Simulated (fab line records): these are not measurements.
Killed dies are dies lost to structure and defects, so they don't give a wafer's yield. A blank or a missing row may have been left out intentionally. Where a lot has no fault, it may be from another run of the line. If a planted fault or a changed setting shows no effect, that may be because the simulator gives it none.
fab line records -- flow nand_harc -- part 1 of 2: steps 1 to 25 of 36
[record] lots = 5, wafers = 15, last_day = 31
route steps=1302 shown P_CONTACT@248 P_M0@253 P_M1@285
lots with no fault: from the same line, run without faults
start_h: start of the lot's first displayed wafer, in hours after the record's first day -- wait_h: hours from the lot's prior step to this one -- " repeats the value in the row above -- L1.1+2: one row covering several wafers at once -- - value missing, or start not given -- * or withheld: withheld -- < > ~ a bound
route shown NAME@n: NAME is a module with steps in the file, n the number in the route of the first one -- usual: mean/standard deviation taken from wafers without a fault -- same: alike in all rows -- chamber/n: place in a boat -- sites: each site's reading -- _std_site: standard deviation of those values -- _edge_site: mean of outer sites minus mean of inner sites -- radius_mm: how far each site lies from the wafer's centre -- mask NAME#n: copy n -- behind: tool/chamber where the wafer was last shaped -- hold: cause of the lot's hold/its duration in hours/its outcome -- device: names the non-switching transistor (n, p or np) -- end of line: tests run on the same wafers once the route is complete -- a step without rows: its recipe alone -- killed: the dies lost at the first sort to structure and to defects; this is not the yield of the wafer -- map: dies across one wafer; x = killed, . = not, _ = none there
set.NAME: the setting the step ran with; set.NAME@STEP: the setting that earlier step ran with -- model.NAME: the simulator's own value behind a step, which no gauge read
lots at selected steps of the route; one table per step, one row per wafer
services: the hour from which a tool's chamber was out of use, counted from the record's first day as start_h (under 0 if before that day), plus the number of hours and why
[[steps]]
[step NHARC_P_CONTACT_CVD_23]
[recipe] target_thk_a = 2000, temp_c = 300, pressure_torr = 40, wf6_flow_sccm = 40, h2_flow_sccm = 1600, ar_flow_sccm = 1560, time_s = 557, material = W
[usual] heater_power_w = 469/27, mfc_h2_sccm = 1600/4.9, susceptor_temp_C = 300.01/0.22, throttle_valve_pct = 8.05/0.23
lot.wafer,tool,chamber,start_h,wait_h,heater_power_w,mfc_h2_sccm,susceptor_temp_C,throttle_valve_pct
L076.1,cvd_w-01,1,-,-,438,1598,-,7.97
L076.3,cvd_w-01,0,-,-,414,1604,-,7.84
L076.4,cvd_w-01,1,-,-,450,1599,-,8.24
L077.3,cvd_w-01,1,-,-,450,1592,300.01,8.17
L077.5,cvd_w-01,1,-,-,439,1592,300.14,8.20
L077.6,cvd_w-01,0,-,-,414,1609,300.13,7.63
L088.2,cvd_w-01,0,-,-,428,1602,299.65,7.64
L088.6,cvd_w-01,0,-,-,435,1595,299.66,7.83
L088.5,cvd_w-01,1,-,-,472,1595,299.97,7.69
L091.1,cvd_w-02,1,-,-,467,1598,300.03,7.97
L091.2,cvd_w-02,0,-,-,482,1601,300.04,7.78
L091.4,cvd_w-02,1,-,-,474,1599,300.18,7.69
L093.1,cvd_w-01,0,-,-,439,1600,300.45,7.86
L093.4,cvd_w-01,0,-,-,446,1600,300.19,7.85
L093.5,cvd_w-01,0,-,-,432,1603,300.44,7.74
[step NHARC_P_CONTACT_CMP_24]
[recipe] t_overpolish_s = 30, target_thk_nm = 200
[usual] edge_zone_pressure_frac = 1.000/0.0047, motor_current_A = 11.5/1.1, overpolish_run_s = 30.000/0.0087, retaining_ring_pressure_frac = 1.000/0.0049, slurry_flow_ml_min = 150.1/0.45, time_to_endpoint_s = 41/3.1
lot.wafer,tool,chamber,start_h,wait_h,edge_zone_pressure_frac,motor_current_A,overpolish_run_s,retaining_ring_pressure_frac,slurry_flow_ml_min,time_to_endpoint_s
L076.3,cmp-02,1,139.83,0.4,1.003,12.4,29.988,0.999,149.5,46
L076.4,cmp-02,2,139.83,0.4,0.996,11.1,30.002,0.994,149.5,46
L076.1,cmp-02,3,139.83,0.4,1.000,13.7,30.004,0.997,150.7,45
L077.3,cmp-04,0,146.04,0.4,1.002,11.3,29.996,1.000,150.6,46
L077.6,cmp-04,0,146.04,0.4,1.000,11.3,29.992,1.000,150.4,44
L077.5,cmp-04,1,146.04,0.4,0.998,12.7,29.993,1.003,149.9,45
L088.2,cmp-03,1,266.79,0.6,0.988,11.3,30.009,0.998,150.4,41
L088.5,cmp-03,0,266.79,0.6,0.994,11.0,30.003,1.015,149.9,42
L088.6,cmp-03,1,266.79,0.6,0.995,11.6,30.007,1.001,150.9,42
L091.1,cmp-03,2,284.14,0.6,1.001,11.0,29.974,0.997,150.1,38
L091.2,cmp-03,3,284.14,0.6,0.999,12.8,30.009,1.000,149.9,39
L091.4,cmp-03,0,284.14,0.6,1.007,10.6,29.993,1.000,149.8,38
L093.4,cmp-02,1,310.12,0.4,0.994,13.4,29.998,1.007,150.4,41
L093.1,cmp-02,2,310.12,0.4,0.992,10.6,29.991,0.992,150.0,38
L093.5,cmp-02,1,310.12,0.4,1.000,12.6,29.999,1.004,150.2,39
[step NHARC_P_CONTACT_SRD_26]
lot.wafer,tool,chamber,start_h,wait_h
L076.4+1+3,wet_bench-02,"3,4,7",140.16,0.0
L077.5+6+3,wet_bench-09,"0,3,4",146.35,0.0
L088.6+2+5,wet_bench-07,"2,3,5",267.09,0.0
L091.4+2+1,wet_bench-02,"7,0,3",284.44,0.0
L093.4+1+5,wet_bench-02,"7,0,1",310.44,0.0
[step NHARC_P_CONTACT_INSPECT_27]
[usual] raw_defect_count = 296/120
lot.wafer,tool,chamber,start_h,wait_h,raw_defect_count
L076.1,defect_inspect-01,-,140.24,0.1,297
L076.3,defect_inspect-01,-,140.24,0.1,128
L076.4,defect_inspect-01,-,140.24,0.1,118
L077.3,defect_inspect-02,-,146.44,0.1,550
L077.5,defect_inspect-02,-,146.44,0.1,258
L077.6,defect_inspect-02,-,146.44,0.1,355
L088.2,defect_inspect-01,-,267.17,0.1,444
L088.5,defect_inspect-01,-,267.17,0.1,325
L088.6,defect_inspect-01,-,267.17,0.1,274
L091.1,defect_inspect-01,-,284.52,0.1,455
L091.2,defect_inspect-01,-,284.52,0.1,621
L091.4,defect_inspect-01,-,284.52,0.1,376
L093.1,defect_inspect-02,-,310.52,0.1,158
L093.4,defect_inspect-02,-,310.52,0.1,196
L093.5,defect_inspect-02,-,310.52,0.1,258
[step NHARC_P_M0_DEP_00]
[recipe] target_thk_a = 1500, target_thk_nm = 150, temp_c = withheld, pressure_torr = 5, flow_sccm = 200, rf_w = 600, material = SiOC
lot.wafer,tool,chamber,start_h,wait_h
L076.3+1+4,pecvd-02,"1,0,1",140.31,0.1
L077.3+5+6,pecvd-02,"2,1,2",146.55,0.1
L088.2+5+6,pecvd-03,"0,0,1",267.28,0.1
L091.2+1+4,pecvd-01,"0,1,0",284.64,0.1
L093.1+5+4,pecvd-01,"0,1,0",310.68,0.2
[step NHARC_P_M0_DEHYDRATE_01]
[recipe] temp_c = 150, time_s = 120
[usual] plate_temp_C = 150.02/0.14
lot.wafer,tool,chamber,start_h,wait_h,plate_temp_C
L076.1,litho_track-01,0,140.71,-,150.22
L076.3,litho_track-01,0,140.71,-,150.05
L076.4,litho_track-01,0,140.71,-,150.05
L077.3,litho_track-06,0,146.91,-,150.05
L077.5,litho_track-06,0,146.91,-,149.96
L077.6,litho_track-06,0,146.91,-,150.10
L088.2,litho_track-06,0,267.64,-,149.84
L088.5,litho_track-06,0,267.64,-,150.01
L088.6,litho_track-06,0,267.64,-,150.17
L091.1,litho_track-06,0,284.99,-,150.00
L091.2,litho_track-06,0,284.99,-,150.26
L091.4,litho_track-06,0,284.99,-,150.05
L093.1,litho_track-01,0,310.99,-,149.89
L093.4,litho_track-01,0,310.99,-,150.04
L093.5,litho_track-01,0,310.99,-,149.92
[step NHARC_P_M0_HMDS_02]
[recipe] time_s = 30
lot.wafer,tool,chamber,start_h,wait_h
L076.1+3+4,litho_track-01,0,-,-
L077.3+5+6,litho_track-06,0,-,-
L088.2+5+6,litho_track-06,0,-,-
L091.1+2+4,litho_track-06,0,-,-
L093.1+4+5,litho_track-01,0,-,-
[step NHARC_P_M0_COAT_33]
[recipe] temp_c = 200, time_s = 65
[usual] plate_temp_C = 200.03/0.16
lot.wafer,tool,chamber,start_h,wait_h,plate_temp_C
L076.1,litho_track-01,0,-,-,199.95
L076.3,litho_track-01,0,-,-,199.55
L076.4,litho_track-01,0,-,-,200.02
L077.3,litho_track-06,0,-,-,200.13
L077.5,litho_track-06,0,-,-,199.92
L077.6,litho_track-06,0,-,-,200.21
L088.2,litho_track-06,0,-,-,199.62
L088.5,litho_track-06,0,-,-,199.97
L088.6,litho_track-06,0,-,-,199.62
L091.1,litho_track-06,0,-,-,199.88
L091.2,litho_track-06,0,-,-,199.88
L091.4,litho_track-06,0,-,-,199.90
L093.1,litho_track-01,0,-,-,200.27
L093.4,litho_track-01,0,-,-,200.21
L093.5,litho_track-01,0,-,-,200.28
[step NHARC_P_M0_COAT_03]
[recipe] spin_rpm = 1500, resist_thk_nm = 90
[usual] dispense_pressure_kPa = 47/4.1
lot.wafer,tool,chamber,start_h,wait_h,dispense_pressure_kPa
L076.1,litho_track-01,0,-,-,44
L076.3,litho_track-01,0,-,-,44
L076.4,litho_track-01,0,-,-,44
L077.3,litho_track-06,0,-,-,52
L077.5,litho_track-06,0,-,-,52
L077.6,litho_track-06,0,-,-,52
L088.2,litho_track-06,0,-,-,52
L088.5,litho_track-06,0,-,-,52
L088.6,litho_track-06,0,-,-,52
L091.1,litho_track-06,0,-,-,52
L091.2,litho_track-06,0,-,-,52
L091.4,litho_track-06,0,-,-,52
L093.1,litho_track-01,0,-,-,44
L093.4,litho_track-01,0,-,-,44
L093.5,litho_track-01,0,-,-,44
[step NHARC_P_M0_SOFTBAKE_04]
[recipe] temp_c = 105, time_s = 55
[usual] plate_temp_C = 105.03/0.15
lot.wafer,tool,chamber,start_h,wait_h,plate_temp_C
L076.1,litho_track-01,0,-,-,104.95
L076.3,litho_track-01,0,-,-,104.83
L076.4,litho_track-01,0,-,-,104.81
L077.3,litho_track-06,0,-,-,105.07
L077.5,litho_track-06,0,-,-,105.07
L077.6,litho_track-06,0,-,-,104.86
L088.2,litho_track-06,0,-,-,105.09
L088.5,litho_track-06,0,-,-,105.14
L088.6,litho_track-06,0,-,-,105.17
L091.1,litho_track-06,0,-,-,105.00
L091.2,litho_track-06,0,-,-,105.13
L091.4,litho_track-06,0,-,-,105.05
L093.1,litho_track-01,0,-,-,104.85
L093.4,litho_track-01,0,-,-,104.88
L093.5,litho_track-01,0,-,-,104.97
[step NHARC_P_M0_EBR_05]
lot.wafer,tool,chamber,start_h,wait_h
L076.1+3+4,litho_track-01,0,-,-
L077.3+5+6,litho_track-06,0,-,-
L088.2+5+6,litho_track-06,0,-,-
L091.1+2+4,litho_track-06,0,-,-
L093.1+4+5,litho_track-01,0,-,-
[step NHARC_P_M0_EXPOSE_06]
[recipe] na = 1.35, target_cd_nm = 90, dose_mj = 81.28, mask_id = P_M0
lot.wafer,tool,chamber,start_h,wait_h,mask
L076.1+3+4,arfi_scanner-01,0,141.00,-,P_M0#0
L077.3+5+6,arfi_scanner-01,0,147.08,-,P_M0#0
L088.2+5+6,arfi_scanner-02,0,267.93,-,P_M0#0
L091.1+2+4,arfi_scanner-01,0,285.28,-,P_M0#0
L093.1+4+5,arfi_scanner-01,0,311.28,-,P_M0#0
[step NHARC_P_M0_PEB_07]
[recipe] peb_temp_c = 100, peb_time_s = 65
[usual] plate_temp_C = 100.00/0.12
lot.wafer,tool,chamber,start_h,wait_h,plate_temp_C
L076.1,litho_track-01,0,141.06,0.1,100.05
L076.3,litho_track-01,0,141.06,0.1,100.00
L076.4,litho_track-01,0,141.06,0.1,99.87
L077.3,litho_track-01,0,147.13,0.0,100.05
L077.5,litho_track-01,0,147.13,0.0,99.94
L077.6,litho_track-01,0,147.13,0.0,100.14
L088.2,litho_track-01,0,267.99,0.1,99.89
L088.5,litho_track-01,0,267.99,0.1,99.93
L088.6,litho_track-01,0,267.99,0.1,99.84
L091.1,litho_track-01,0,285.34,0.1,100.02
L091.2,litho_track-01,0,285.34,0.1,99.81
L091.4,litho_track-01,0,285.34,0.1,100.02
L093.1,litho_track-06,0,311.34,0.1,100.12
L093.4,litho_track-06,0,311.34,0.1,99.96
L093.5,litho_track-06,0,311.34,0.1,100.24
[step NHARC_P_M0_DEVELOP_08]
[recipe] develop_time_s = 35, dev_temp_c = 23
lot.wafer,tool,chamber,start_h,wait_h
L076.1+3+4,litho_track-01,0,-,-
L077.3+5+6,litho_track-01,0,-,-
L088.2+5+6,litho_track-01,0,-,-
L091.1+2+4,litho_track-01,0,-,-
L093.1+4+5,litho_track-06,0,-,-
[step NHARC_P_M0_CD_MEAS_09]
[recipe] target_cd_nm = 90, landing_energy_ev = 500
[usual] cd_nm = 90.0/0.59
lot.wafer,tool,chamber,start_h,wait_h,cd_nm
L076.1,cd_sem-03,0,141.13,-,89.7
L076.3,cd_sem-03,0,141.13,-,90.7
L076.4,cd_sem-03,0,141.13,-,89.8
L077.3,cd_sem-02,0,147.21,-,89.9
L077.5,cd_sem-02,0,147.21,-,89.6
L077.6,cd_sem-02,0,147.21,-,91.5
L088.2,cd_sem-01,0,268.07,-,89.9
L088.5,cd_sem-01,0,268.07,-,90.1
L088.6,cd_sem-01,0,268.07,-,89.5
L091.1,cd_sem-02,0,285.42,-,89.7
L091.2,cd_sem-02,0,285.42,-,89.3
L091.4,cd_sem-02,0,285.42,-,89.1
L093.1,cd_sem-03,0,311.41,-,90.3
L093.4,cd_sem-03,0,311.41,-,89.1
L093.5,cd_sem-03,0,311.41,-,90.2
[step NHARC_P_M0_OVL_MEAS_10]
[recipe] pitch_nm = 180
[usual] overlay_x_nm = -0.3/0.87, overlay_y_nm = 0.0/0.8
lot.wafer,tool,chamber,start_h,wait_h,overlay_x_nm,overlay_y_nm
L076.1,overlay-02,-,141.22,-,-1.8,-0.8
L076.3,overlay-02,-,141.22,-,-1.2,0.2
L076.4,overlay-02,-,141.22,-,-1.4,-0.4
L077.3,overlay-02,-,147.30,-,0.2,-0.5
L077.5,overlay-02,-,147.30,-,0.2,-0.4
L077.6,overlay-02,-,147.30,-,-0.3,-0.2
L088.2,overlay-01,-,268.16,-,-1.7,-0.5
L088.5,overlay-01,-,268.16,-,-2.6,0.2
L088.6,overlay-01,-,268.16,-,-2.1,0.2
L091.1,overlay-01,-,285.51,-,1.0,0.2
L091.2,overlay-01,-,285.51,-,0.7,0.0
L091.4,overlay-01,-,285.51,-,0.6,0.0
L093.1,overlay-02,-,311.50,-,-1.0,0.6
L093.4,overlay-02,-,311.50,-,-1.1,0.8
L093.5,overlay-02,-,311.50,-,-1.1,0.4
[step NHARC_P_M0_INSPECT_11]
[usual] raw_defect_count = 4.7/2.5
lot.wafer,tool,chamber,start_h,wait_h,raw_defect_count
L076.1,defect_inspect-02,-,141.26,0.0,6
L076.3,defect_inspect-02,-,141.26,0.0,5
L076.4,defect_inspect-02,-,141.26,0.0,12
L077.3,defect_inspect-01,-,147.33,0.0,5
L077.5,defect_inspect-01,-,147.33,0.0,9
L077.6,defect_inspect-01,-,147.33,0.0,6
L088.2,defect_inspect-01,-,268.19,0.0,1
L088.5,defect_inspect-01,-,268.19,0.0,2
L088.6,defect_inspect-01,-,268.19,0.0,2
L091.1,defect_inspect-02,-,285.55,0.0,7
L091.2,defect_inspect-02,-,285.55,0.0,7
L091.4,defect_inspect-02,-,285.55,0.0,3
L093.1,defect_inspect-02,-,311.54,0.0,9
L093.4,defect_inspect-02,-,311.54,0.0,12
L093.5,defect_inspect-02,-,311.54,0.0,6
[step NHARC_P_M0_DESCUM_14]
[recipe] time_s = 3, o2_flow_sccm = 200, ar_flow_sccm = 0, bias_power_w = 0, chemistry = O2
[usual] drypump_motor_current_A = 5.6/0.31, oes_product_au = 0.994/0.013, rf_vpp_V = 57.8/0.87, showerhead_plenum_p_Torr = 1.93/0.08, throttle_valve_pct = 11.311/0.0089
lot.wafer,tool,chamber,start_h,wait_h,drypump_motor_current_A,oes_product_au,rf_hours_counter_h,rf_vpp_V,showerhead_plenum_p_Torr,throttle_valve_pct
L076.1,rie_diel-06,3,141.32,0.1,5.6,0.988,0,57.6,1.83,11.320
L076.3,rie_diel-06,0,141.32,0.1,5.9,0.999,0,59.6,1.96,11.320
L076.4,rie_diel-06,1,141.32,0.1,5.4,1.001,0,58.5,1.90,11.301
L077.3,rie_diel-06,2,147.40,0.1,5.5,0.991,0,58.6,2.04,11.297
L077.5,rie_diel-06,1,147.40,0.1,5.4,1.000,-,58.0,1.90,11.315
L077.6,rie_diel-06,2,147.40,0.1,5.6,0.997,-,59.0,2.04,11.300
L088.2,rie_diel-06,0,268.26,0.1,5.9,0.990,21,57.5,1.96,11.314
L088.5,rie_diel-06,3,268.26,0.1,5.6,0.973,-,57.0,1.82,11.307
L088.6,rie_diel-06,0,268.26,0.1,5.9,0.992,-,57.3,1.96,11.324
L091.1,rie_diel-13,1,285.62,0.1,6.1,1.014,39,58.7,2.05,11.315
L091.4,rie_diel-13,2,285.62,0.1,5.5,0.987,42,59.3,2.04,11.317
L091.2,rie_diel-13,3,285.62,0.1,5.2,0.992,40,58.6,2.01,11.321
L093.4,rie_diel-01,0,311.61,0.1,6.2,0.989,26,57.7,1.84,11.318
L093.1,rie_diel-01,1,311.61,0.1,5.6,1.018,30,57.6,1.95,11.304
L093.5,rie_diel-01,3,311.61,0.1,5.1,0.990,-,56.9,1.97,11.313
[step NHARC_P_M0_ETCH_34]
[recipe] target_depth_a = 400, overetch_a = 120, time_s = 43.94, ion_energy_ev = 200, n2_flow_sccm = 150, h2_flow_sccm = 150, ar_flow_sccm = 0, rf_w = 400, bias_w = 150, chemistry = N2/H2
[usual] drypump_motor_current_A = 5.63/0.3, oes_product_au = 0.996/0.013, rf_vpp_V = 431.2/2.6, showerhead_plenum_p_Torr = 2.07/0.088, throttle_valve_pct = 14.172/0.0094
lot.wafer,tool,chamber,start_h,wait_h,drypump_motor_current_A,oes_product_au,rf_hours_counter_h,rf_vpp_V,showerhead_plenum_p_Torr,throttle_valve_pct
L076.1,rie_diel-06,1,141.41,0.1,5.38,1.014,0,429.9,2.02,14.170
L076.3,rie_diel-06,2,141.41,0.1,5.56,1.010,0,435.6,2.18,14.174
L076.4,rie_diel-06,3,141.41,0.1,5.63,0.974,0,428.0,1.94,14.168
L077.3,rie_diel-06,2,147.48,0.1,5.57,0.997,0,435.6,2.18,14.183
L077.5,rie_diel-06,1,147.48,0.1,5.39,1.004,-,429.8,2.02,14.172
L077.6,rie_diel-06,2,147.48,0.1,5.56,0.989,-,435.5,2.18,14.175
L088.2,rie_diel-06,3,268.34,0.1,5.60,0.971,23,427.5,1.94,14.181
L088.6,rie_diel-06,2,268.34,0.1,5.58,0.992,-,434.8,2.17,14.177
L088.5,rie_diel-06,3,268.34,0.1,5.59,0.977,-,427.5,1.94,14.162
L091.1,rie_diel-13,2,285.70,0.1,5.48,0.987,42,433.2,2.18,14.164
L091.2,rie_diel-13,0,285.70,0.1,6.32,0.990,43,425.7,1.91,14.172
L091.4,rie_diel-13,1,285.70,0.1,6.15,1.016,39,436.3,2.18,14.173
L093.1,rie_diel-01,1,311.69,0.1,5.69,1.025,30,431.3,2.08,14.177
L093.4,rie_diel-01,3,311.69,0.1,5.15,0.989,29,433.3,2.11,14.166
L093.5,rie_diel-01,0,311.69,0.1,6.19,0.994,-,428.2,1.96,14.176
[step NHARC_P_M0_ETCH_15]
[recipe] target_depth_a = 1500, overetch_a = 150, time_s = 82.5, c4f8_flow_sccm = withheld, ar_flow_sccm = 400, rf_w = 600, bias_w = 300, chemistry = C4F8/Ar
[usual] oes_product_au = 0.951/0.022, rf_vpp_V = 441.5/2.5
lot.wafer,tool,chamber,start_h,wait_h,oes_product_au,rf_hours_counter_h,rf_vpp_V
L076.4,rie_diel-06,0,-,-,0.981,0,441.0
L076.3,rie_diel-06,1,-,-,0.985,0,439.7
L076.1,rie_diel-06,2,-,-,0.956,0,444.2
L077.3,rie_diel-06,0,-,-,0.990,0,442.9
L077.5,rie_diel-06,3,-,-,0.963,-,439.0
L077.6,rie_diel-06,0,-,-,0.982,-,443.3
L088.2,rie_diel-06,0,-,-,0.953,21,442.4
L088.5,rie_diel-06,1,-,-,0.966,-,439.5
L088.6,rie_diel-06,2,-,-,0.972,-,443.9
L091.4,rie_diel-13,2,-,-,0.925,42,444.1
L091.1,rie_diel-13,3,-,-,0.933,40,442.9
L091.2,rie_diel-13,0,-,-,0.924,43,437.5
L093.1,rie_diel-01,3,-,-,0.925,29,441.5
L093.4,rie_diel-01,1,-,-,0.938,30,441.4
L093.5,rie_diel-01,3,-,-,0.914,-,442.0
[step NHARC_P_M0_CD_MEAS_16]
[usual] cd_nm = 90.1/0.94
lot.wafer,tool,chamber,start_h,wait_h,cd_nm
L076.1,cd_sem-03,-,141.62,-,91.3
L076.3,cd_sem-03,-,141.62,-,91.0
L076.4,cd_sem-03,-,141.62,-,90.2
L077.3,cd_sem-02,-,147.70,-,90.4
L077.5,cd_sem-02,-,147.70,-,88.9
L077.6,cd_sem-02,-,147.70,-,92.1
L088.2,cd_sem-01,-,268.56,-,90.9
L088.5,cd_sem-01,-,268.56,-,91.1
L088.6,cd_sem-01,-,268.56,-,89.7
L091.1,cd_sem-01,-,285.91,-,90.7
L091.2,cd_sem-01,-,285.91,-,90.3
L091.4,cd_sem-01,-,285.91,-,89.1
L093.1,cd_sem-03,-,311.91,-,90.2
L093.4,cd_sem-03,-,311.91,-,88.5
L093.5,cd_sem-03,-,311.91,-,90.4
[step NHARC_P_M0_STRIP_18]
[recipe] power_w = 1000, n2_flow_sccm = 150, h2_flow_sccm = 150, ar_flow_sccm = 0, bias_w = 0, chemistry = N2/H2
[usual] drypump_motor_current_A = 5.66/0.29, oes_product_au = 0.993/0.014, rf_vpp_V = 90.7/1.1, showerhead_plenum_p_Torr = 2.06/0.088, throttle_valve_pct = 14.172/0.0088
lot.wafer,tool,chamber,start_h,wait_h,drypump_motor_current_A,oes_product_au,rf_hours_counter_h,rf_vpp_V,showerhead_plenum_p_Torr,throttle_valve_pct
L076.3,rie_diel-06,1,141.69,0.1,5.37,0.997,0,89.6,2.02,14.160
L076.1,rie_diel-06,2,141.69,0.1,5.55,0.985,0,90.6,2.18,14.168
L076.4,rie_diel-06,0,141.69,0.1,5.88,1.005,0,91.8,2.09,14.186
L077.3,rie_diel-06,1,147.82,0.1,5.39,1.002,0,91.0,2.03,14.160
L077.6,rie_diel-06,3,147.82,0.1,5.64,0.976,-,88.3,1.95,14.166
L077.5,rie_diel-06,0,147.82,0.1,5.89,1.011,-,90.9,2.09,14.162
L088.2,rie_diel-06,2,268.63,0.1,5.57,0.995,22,90.8,2.17,14.180
L088.5,rie_diel-06,2,268.63,0.1,5.58,0.995,-,91.3,2.17,14.174
L088.6,rie_diel-06,3,268.63,0.1,5.65,0.975,-,91.2,1.94,14.180
L091.2,rie_diel-13,3,286.02,0.1,5.20,0.998,40,89.4,2.14,14.173
L091.4,rie_diel-13,0,286.02,0.1,6.32,0.991,43,88.5,1.91,14.163
L091.1,rie_diel-13,1,286.02,0.1,6.15,1.016,39,91.9,2.18,14.178
L093.1,rie_diel-01,3,311.99,0.1,5.15,0.977,29,91.6,2.11,14.159
L093.4,rie_diel-01,0,311.99,0.1,6.17,0.989,26,90.0,1.96,14.190
L093.5,rie_diel-01,3,311.99,0.1,5.19,0.972,-,91.7,2.11,14.162
[step NHARC_P_M0_STRIP_19]
[recipe] time_s = 600, temp_c = 30, chemistry = post_etch_residue_remover
lot.wafer,tool,chamber,start_h,wait_h
L076.4+1+3,wet_bench-06,"1,3,5",141.97,-
L077.5+6+3,wet_bench-05,"1,2,6",148.04,-
L088.5+2+6,wet_bench-06,"0,2,5",268.90,-
L091.2+1+4,wet_bench-06,"0,3,5",286.27,-
L093.1+5+4,wet_bench-01,"6,7,1",312.28,-
[step NHARC_P_M0_DEGAS_28]
[recipe] temp_c = 250, time_s = 60
[usual] heater_power_w = 332/38, susceptor_temp_C = 249.99/0.17
lot.wafer,tool,chamber,start_h,wait_h,heater_power_w,susceptor_temp_C
L076.4,pvd_sputter-01,-,142.24,-,325,250.13
L076.3,pvd_sputter-01,-,142.24,-,322,249.93
L076.1,pvd_sputter-01,-,142.24,-,335,249.70
L077.3,pvd_sputter-02,-,148.32,-,279,249.86
L077.5,pvd_sputter-02,-,148.32,-,299,250.05
L077.6,pvd_sputter-02,-,148.32,-,271,249.96
L088.2,pvd_sputter-01,-,269.19,-,317,250.09
L088.5,pvd_sputter-01,-,269.19,-,415,250.12
L088.6,pvd_sputter-01,-,269.19,-,315,249.84
L091.4,pvd_sputter-01,-,286.54,-,324,250.06
L091.2,pvd_sputter-01,-,286.54,-,321,250.01
L091.1,pvd_sputter-01,-,286.54,-,341,250.06
L093.4,pvd_sputter-01,-,312.54,-,309,249.95
L093.1,pvd_sputter-01,-,312.54,-,363,250.32
L093.5,pvd_sputter-01,-,312.54,-,308,250.08
[step NHARC_P_M0_PRE_CLEAN_29]
[recipe] time_s = 30, temp_c = 280, gas = H2/He
[usual] heater_power_w = 406/46, susceptor_temp_C = 280.04/0.17
lot.wafer,tool,chamber,start_h,wait_h,heater_power_w,susceptor_temp_C
L076.3,pvd_sputter-01,-,-,-,419,279.87
L076.4,pvd_sputter-01,-,-,-,485,280.02
L076.1,pvd_sputter-01,-,-,-,399,280.13
L077.3,pvd_sputter-02,-,-,-,365,280.09
L077.5,pvd_sputter-02,-,-,-,436,279.97
L077.6,pvd_sputter-02,-,-,-,480,280.12
L088.2,pvd_sputter-01,-,-,-,390,280.32
L088.6,pvd_sputter-01,-,-,-,388,279.99
L088.5,pvd_sputter-01,-,-,-,388,280.18
L091.4,pvd_sputter-01,-,-,-,427,-
L091.2,pvd_sputter-01,-,-,-,515,-
L091.1,pvd_sputter-01,-,-,-,382,-
L093.1,pvd_sputter-01,-,-,-,381,279.96
L093.4,pvd_sputter-01,-,-,-,397,280.16
L093.5,pvd_sputter-01,-,-,-,515,280.03
